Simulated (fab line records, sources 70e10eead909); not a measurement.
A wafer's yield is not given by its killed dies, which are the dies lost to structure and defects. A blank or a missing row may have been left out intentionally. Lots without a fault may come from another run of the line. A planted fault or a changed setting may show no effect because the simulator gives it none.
Which tool was responsible? ; flow nandHarc ; 24 lots, 72 wafers sampled, at 6 steps of a route of 1159

WHAT THE GAUGES SHOWED, per wafer
NHARC_P_M0_INSPECT_11. Usual: rawDefectCount reads 4.3 (standard deviation 2.7).
lot;measured;on;rawDefectCount;flag
L074;day 5 20:18;defectInspect-02;4 2 3;
L075;day 6 10:08;defectInspect-01;5 3 3;
L077;day 6 12:06;defectInspect-02;6 6 7;
L076;day 6 12:19;defectInspect-01;4 5 4;
L078;day 6 21:56;defectInspect-01;7 8 3;
L079;day 7 10:27;defectInspect-02;5 4 8;
L080;day 7 15:29;defectInspect-02;1 1 6;
L081;day 7 15:45;defectInspect-02;2 2 2;
L082;day 7 20:21;defectInspect-01;7 11 1;
L084;day 8 01:40;defectInspect-01;1 0 4;
L083;day 8 05:31;defectInspect-02;3 2 3;
L086;day 9 02:34;defectInspect-02;5 10 8;
L087;day 9 03:00;defectInspect-01;8 9 8;
L085;day 9 04:05;defectInspect-01;1 5 5;
L088;day 9 13:28;defectInspect-01;1 2 2;
L089;day 9 19:34;defectInspect-01;4 3 0;
L091;day 10 00:59;defectInspect-01;2 4 4;
L090;day 10 02:18;defectInspect-02;7 1 2;
L092;day 10 07:33;defectInspect-02;6 5 5;
L094;day 10 12:55;defectInspect-01;3 11 2;
L093;day 10 14:31;defectInspect-01;2 2 1;
L095;day 11 01:12;defectInspect-01;6 4 2;
L097;day 11 15:14;defectInspect-01;2 2 2;
L096;day 11 15:58;defectInspect-01;6 8 8;

WHAT TOOL EACH LOT RAN ON (gives the tool, then ch and the chambers of the sampled wafers, and finally the start)
lot;NHARC_P_GATE_DESCUM_48;NHARC_P_GATE_STRIP_112;NHARC_P_CONTACT_DEP_30;NHARC_P_CONTACT_DEP_00;NHARC_P_CONTACT_CMP_01
L074;rieDiel-11 ch 0,1, day 5 05:00;plasmaAsher-02 ch 0, day 5 07:12;pecvd-01 ch 1,2, day 5 11:29;pecvd-01 ch 1,2, day 5 12:12 or earlier;cmp-01 ch 1,3, day 5 12:12
L075;rieDiel-11 ch 1,2,3, day 5 16:55;plasmaAsher-01 ch 0,1, day 5 18:56;pecvd-02 ch 0,1, day 5 23:11;pecvd-02 ch 0,1, day 5 23:52 or earlier;cmp-04 ch 0,1,2, day 5 23:52
L077;rieDiel-13 ch 0,2, day 5 22:13;plasmaAsher-02 ch 0,1, day 6 00:13;pecvd-02 ch 0,1, day 6 04:40;pecvd-02 ch 0,1, day 6 05:20 or earlier;cmp-04 ch 1,2, day 6 05:20
L076;rieDiel-13 ch 1,3, day 5 22:41;plasmaAsher-01 ch 0, day 6 00:53;pecvd-04 ch 0,1,2, day 6 05:40;pecvd-04 ch 0,1,2, day 6 06:22 or earlier;cmp-04 ch 0,1,2, day 6 06:22
L078;rieDiel-12 ch 1,3, day 6 06:32;plasmaAsher-02 ch 0, day 6 08:39;pecvd-01 ch 0,2, day 6 13:00;pecvd-01 ch 0,2, day 6 13:43 or earlier;cmp-01 ch 1,2, day 6 13:43
L079;rieDiel-12 ch 0,2,3, day 6 18:45;plasmaAsher-02 ch 0,1, day 6 20:53;pecvd-04 ch 1,2, day 7 01:15;pecvd-04 ch 1,2, day 7 01:59 or earlier;cmp-01 ch 0,1,3, day 7 01:59
L080;rieDiel-11 ch 0,3, day 6 21:01;plasmaAsher-01 ch 0,1, day 6 23:19;pecvd-01 ch 0,1, day 7 03:55;pecvd-01 ch 0,1, day 7 04:16;cmp-01 ch 2,3, day 7 04:47
L081;rieDiel-11 ch 0,1, day 6 21:32;plasmaAsher-01 ch 0,1, day 6 23:45;pecvd-04 ch 0,1, day 7 04:29;pecvd-04 ch 0,1, day 7 05:12 or earlier;cmp-02 ch 1,2,3, day 7 05:12
L082;rieDiel-11 ch 1,2, day 7 07:10;plasmaAsher-01 ch 0,1, day 7 09:11;pecvd-04 ch 0,1,2, day 7 13:39;pecvd-04 ch 0,1,2, day 7 14:17 or earlier;cmp-01 ch 1,2, day 7 14:17
L084;rieDiel-13 ch 2,3, day 7 13:32;plasmaAsher-02 ch 0,1, day 7 15:50;pecvd-01 ch 0,1,2, day 7 19:58;pecvd-01 ch 0,1,2, day 7 20:38 or earlier;cmp-02 ch 0,2, day 7 20:38
L083;rieDiel-11 ch 0,2,3, day 7 14:41;plasmaAsher-01 ch 0,1, day 7 16:40;pecvd-01 ch 0,2, day 7 21:18;pecvd-01 ch 0,2, day 7 22:02 or earlier;cmp-01 ch 1,2,3, day 7 22:02
L086;rieDiel-11 ch 2,3, day 8 10:16;plasmaAsher-02 ch 0,1, day 8 12:26;pecvd-04 ch 0,1,2, day 8 16:46;pecvd-04 ch 0,1,2, day 8 17:30 or earlier;cmp-01 ch 2,3, day 8 17:30
L087;rieDiel-11 ch 2,3, day 8 11:27;plasmaAsher-02 ch 0,1, day 8 13:39;pecvd-04 ch 0,1,2, day 8 18:07;pecvd-04 ch 0,1,2, day 8 18:44 or earlier;cmp-02 ch 0,1, day 8 18:44
L085;rieDiel-13 ch 1,2,3, day 8 12:57;plasmaAsher-01 ch 0,1, day 8 15:04;pecvd-01 ch 1,2, day 8 19:24;pecvd-01 ch 1,2, day 8 20:08 or earlier;cmp-01 ch 0,2,3, day 8 20:08
L088;rieDiel-12 ch 0,2,3, day 8 19:28;plasmaAsher-01 ch 0,1, day 8 21:43;pecvd-02 ch 0,1,2, day 9 02:34;pecvd-02 ch 0,1,2, day 9 03:15 or earlier;cmp-04 ch 1,3, day 9 03:15
L089;rieDiel-13 ch 1,2,3, day 9 05:08;plasmaAsher-01 ch 0,1, day 9 07:21;pecvd-01 ch 0,1,2, day 9 11:40;pecvd-01 ch 0,1,2, day 9 12:23 or earlier;cmp-01 ch 1,2,3, day 9 12:23
L091;rieDiel-12 ch 0,3, day 9 09:37;plasmaAsher-02 ch 0,1, day 9 11:49;pecvd-01 ch 0,1,2, day 9 16:28;pecvd-01 ch 0,1,2, day 9 17:04 or earlier;cmp-04 ch 1,2, day 9 17:04
L090;rieDiel-11 ch 2,3, day 9 11:29;plasmaAsher-02 ch 0,1, day 9 13:58;pecvd-01 ch 0,2, day 9 18:05;pecvd-01 ch 0,2, day 9 18:49 or earlier;cmp-02 ch 0,3, day 9 18:49
L092;rieDiel-11 ch 0,2,3, day 9 18:58;plasmaAsher-01 ch 0,1, day 9 21:03;pecvd-02 ch 0,1, day 10 01:26;pecvd-02 ch 0,1, day 10 02:04 or earlier;cmp-04 ch 0,3, day 10 02:04
L094;rieDiel-11 ch 0,2,3, day 10 00:05;plasmaAsher-02 ch 0,1, day 10 02:28;pecvd-01 ch 0,1,2, day 10 07:11;pecvd-01 ch 0,1,2, day 10 07:47 or earlier;cmp-04 ch 1,2, day 10 07:47
L093;rieDiel-12 ch 0,2,3, day 10 01:47;plasmaAsher-02 ch 0,1, day 10 03:59;pecvd-02 ch 0,1,2, day 10 08:31;pecvd-02 ch 0,1,2, day 10 09:14 or earlier;cmp-02 ch 0,2,3, day 10 09:14
L095;rieDiel-11 ch 0,1, day 10 12:31;plasmaAsher-02 ch 0,1, day 10 14:35;pecvd-02 ch 0,1,2, day 10 19:04;pecvd-02 ch 0,1,2, day 10 19:47 or earlier;cmp-02 ch 0,1, day 10 19:47
L097;rieDiel-11 ch 0,2,3, day 11 01:49;plasmaAsher-02 ch 0, day 11 03:59;pecvd-04 ch 1,2, day 11 09:23;pecvd-04 ch 1,2, day 11 10:05 or earlier;cmp-02 ch 1,2,3, day 11 10:05
L096;rieDiel-13 ch 0,2,3, day 11 01:59;plasmaAsher-01 ch 0,1, day 11 04:11;pecvd-02 ch 0,1, day 11 09:45;pecvd-02 ch 0,1, day 11 10:29 or earlier;cmp-04 ch 0,2,3, day 11 10:29
- NHARC_P_GATE_DESCUM_48: chemistry O2, time 3 s.
- NHARC_P_GATE_STRIP_112: strips in N2/H2, time 200 s.
- NHARC_P_CONTACT_DEP_30: deposits SiNx, target thk 30 nm.
- NHARC_P_CONTACT_DEP_00: deposits SiO2, target thk 500 nm.
- NHARC_P_CONTACT_CMP_01: polishes SiO2, target thk 200 nm.

AS READ BY THE TOOLS THEMSELVES (means over the sampled wafers that have a number; for cases with no such wafer, the mark the record gives instead)
NHARC_P_GATE_DESCUM_48. Usual: drypumpMotorCurrentA 5.8 A, standard deviation 0.62; oesProductAu 1.000 a.u., standard deviation 0.015; rfVppV 57.7 V, standard deviation 1; showerheadPlenumPTorr 1.91 Torr, standard deviation 0.094; throttleValvePct 11.311 %, standard deviation 0.0087.
lot;tool;drypumpMotorCurrentA (A);oesProductAu (a.u.);rfVppV (V);showerheadPlenumPTorr (Torr);throttleValvePct (%);flag
L074;rieDiel-11;6.4;1.002;57.9;1.97;11.324;
L075;rieDiel-11;5.9;0.993;56.9;1.90;11.312;
L077;rieDiel-13;6.1;1.015;58.1;1.89;11.310;
L076;rieDiel-13;6.0;1.011;59.0;2.02;11.313;
L078;rieDiel-12;6.0;1.004;57.6;1.85;11.307;
L079;rieDiel-12;5.8;1.009;56.5;1.80;11.306;
L080;rieDiel-11;6.2;1.008;58.3;1.93;11.305;
L081;rieDiel-11;6.1;0.994;58.5;2.01;11.306;
L082;rieDiel-11;5.4;0.980;56.8;1.89;11.309;
L084;rieDiel-13;6.4;1.019;57.6;1.87;11.313;
L083;rieDiel-11;5.7;0.984;58.0;1.93;11.310;
L086;rieDiel-11;5.3;0.987;56.8;1.87;11.314;
L087;rieDiel-11;5.8;0.999;57.6;1.87;11.305;
L085;rieDiel-13;6.0;1.009;58.4;1.94;11.311;
L088;rieDiel-12;5.8;1.002;56.3;1.79;11.321;
L089;rieDiel-13;6.0;1.005;57.7;1.94;11.308;
L091;rieDiel-12;5.5;1.000;56.7;1.77;11.317;
L090;rieDiel-11;5.3;0.996;57.4;1.87;11.309;
L092;rieDiel-11;5.7;0.991;58.4;1.93;11.316;
L094;rieDiel-11;5.7;1.009;57.3;1.93;11.308;
L093;rieDiel-12;5.8;1.005;57.4;1.89;11.318;
L095;rieDiel-11;6.4;0.990;58.7;1.97;11.305;
L097;rieDiel-11;5.7;1.003;58.5;1.92;11.307;
L096;rieDiel-13;6.1;1.019;57.0;1.95;11.307;

NHARC_P_GATE_STRIP_112. Usual: drypumpMotorCurrentA 5.6 A, standard deviation 0.35; heaterPowerW 97 W, standard deviation 9.9; tempC 110.00 C, standard deviation 0.13.
lot;tool;drypumpMotorCurrentA (A);heaterPowerW (W);tempC (C);flag
L074;plasmaAsher-02;5.8;95;110.04;
L075;plasmaAsher-01;5.1;107;109.97;
L077;plasmaAsher-02;5.8;92;110.02;
L076;plasmaAsher-01;5.0;113;110.05;
L078;plasmaAsher-02;5.8;94;110.08;
L079;plasmaAsher-02;5.8;92;109.93;
L080;plasmaAsher-01;5.3;103;109.78;
L081;plasmaAsher-01;5.1;109;110.13;
L082;plasmaAsher-01;5.1;107;110.08;
L084;plasmaAsher-02;5.9;90;110.03;
L083;plasmaAsher-01;5.3;101;110.12;
L086;plasmaAsher-02;5.9;89;109.94;
L087;plasmaAsher-02;5.8;91;110.00;
L085;plasmaAsher-01;5.1;106;110.15;
L088;plasmaAsher-01;5.1;106;110.02;
L089;plasmaAsher-01;5.1;106;110.09;
L091;plasmaAsher-02;5.9;88;109.85;
L090;plasmaAsher-02;5.8;92;109.99;
L092;plasmaAsher-01;5.3;102;109.80;
L094;plasmaAsher-02;5.8;91;109.99;
L093;plasmaAsher-02;5.8;90;109.96;
L095;plasmaAsher-02;5.9;88;109.85;
L097;plasmaAsher-02;5.8;93;109.96;
L096;plasmaAsher-01;5.3;101;109.97;

NHARC_P_CONTACT_DEP_30. Usual: heaterPowerW reads 692 W (standard deviation 65).
lot;tool;heaterPowerW (W);flag
L074;pecvd-01;673;
L075;pecvd-02;609;
L077;pecvd-02;685;
L076;pecvd-04;635;
L078;pecvd-01;697;
L079;pecvd-04;641;
L080;pecvd-01;743;
L081;pecvd-04;681;
L082;pecvd-04;699;
L084;pecvd-01;670;
L083;pecvd-01;680;
L086;pecvd-04;693;
L087;pecvd-04;658;
L085;pecvd-01;676;
L088;pecvd-02;686;
L089;pecvd-01;743;
L091;pecvd-01;716;
L090;pecvd-01;720;
L092;pecvd-02;651;
L094;pecvd-01;684;
L093;pecvd-02;734;
L095;pecvd-02;674;
L097;pecvd-04;674;
L096;pecvd-02;661;

NHARC_P_CONTACT_DEP_00. Usual: heaterPowerW 540 W, standard deviation 68; throttleValvePct 16.0 %, standard deviation 0.69.
lot;tool;heaterPowerW (W);throttleValvePct (%);flag
L074;pecvd-01;503;15.6;
L075;pecvd-02;495;15.8;
L077;pecvd-02;526;15.2;
L076;pecvd-04;503;16.1;
L078;pecvd-01;570;16.8;
L079;pecvd-04;519;16.2;
L080;pecvd-01;526;17.0;
L081;pecvd-04;485;16.1;
L082;pecvd-04;462;16.1;
L084;pecvd-01;566;16.4;
L083;pecvd-01;541;16.2;
L086;pecvd-04;547;16.2;
L087;pecvd-04;545;16.2;
L085;pecvd-01;575;16.0;
L088;pecvd-02;565;15.2;
L089;pecvd-01;520;16.4;
L091;pecvd-01;559;16.4;
L090;pecvd-01;529;16.8;
L092;pecvd-02;500;15.4;
L094;pecvd-01;558;16.7;
L093;pecvd-02;561;15.3;
L095;pecvd-02;590;15.2;
L097;pecvd-04;502;16.0;
L096;pecvd-02;528;15.4;

NHARC_P_CONTACT_CMP_01. Usual: motorCurrentA reads 12.4 A (standard deviation 1.2).
lot;tool;motorCurrentA (A);flag
L074;cmp-01;13.4;
L075;cmp-04;12.0;
L077;cmp-04;11.6;
L076;cmp-04;11.5;
L078;cmp-01;13.1;
L079;cmp-01;12.5;
L080;cmp-01;12.5;
L081;cmp-02;12.2;
L082;cmp-01;13.4;
L084;cmp-02;11.8;
L083;cmp-01;13.2;
L086;cmp-01;12.1;
L087;cmp-02;13.2;
L085;cmp-01;12.1;
L088;cmp-04;12.7;
L089;cmp-01;13.0;
L091;cmp-04;12.2;
L090;cmp-02;12.4;
L092;cmp-04;11.6;
L094;cmp-04;12.1;
L093;cmp-02;12.1;
L095;cmp-02;13.4;
L097;cmp-02;12.1;
L096;cmp-04;11.4;

THE ANSWER, worked out from the rows above alone
Rule: a lot is off if the mean of its wafers that have a number lies more than 3 standard deviations from the usual mean. Also off: a lot with no number at a reading for which 4 or more lots have one. The other lots that the step has rows for count as sound. After the gauges, taken in route order, come the tools' own readings; for these a lot's mean is taken, as printed above. The first step at which some lot is off is used, and at that step the reading that is off furthest; a lot without a number counts as furthest.
None of the lots is off at any reading shown; this tells nothing.

WHAT THE SIMULATOR PUT IN
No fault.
